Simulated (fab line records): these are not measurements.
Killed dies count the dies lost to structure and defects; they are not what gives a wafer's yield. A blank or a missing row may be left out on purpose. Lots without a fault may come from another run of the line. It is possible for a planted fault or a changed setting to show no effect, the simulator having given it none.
Matching of chambers ; flow n5 finfet ; rie diel-05 running N5_BEOL_M15_DESCUM_33: 4 sister chambers
The step chemistry O2, time 7.9 s. 4 wafers are shown with their chamber, then 7 later ones without.

## WAFERS PAIRED WITH THEIR CHAMBERS
wafer;chamber;drypump motor current A (A)
L075.4;0;5.8
L082.4;2;6.0
L087.1;3;5.1
L087.2;1;5.7

## WAFERS WITH NO CHAMBER GIVEN
wafer;drypump motor current A (A)
L087.5;5.6
L090.3;5.2
L090.4;5.6
L090.5;6.0
L088.1;5.1
L088.3;6.0
L088.6;5.7

## CHAMBER TAKEN BY EACH
wafer;from the rows above;in truth
L087.5;can't be placed: 1 or 0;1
L090.3;3;3
L090.4;can't be placed: 1 or 0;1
L090.5;2;2
L088.1;3;3
L088.3;2;2
L088.6;can't be placed: 1 or 0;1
4 of 7 placed correctly. These rows do not allow placing 3 (true chamber among the candidates in 3). Number placed wrongly: 0.
How it was worked out, from the rows above alone: a wafer's distance from a chamber is the root of the sum, over the readings, of the square of ((its reading less the chamber's mean) divided by the reading's scatter). If the next closest chamber is less than 2 further off than the closest, the wafer can't be placed; otherwise it belongs to the closest. A chamber's mean is the mean of its shown wafers. The scatter: with one shown wafer a chamber, the root of the mean of the squares of how far each hidden wafer lies from its nearest shown one.
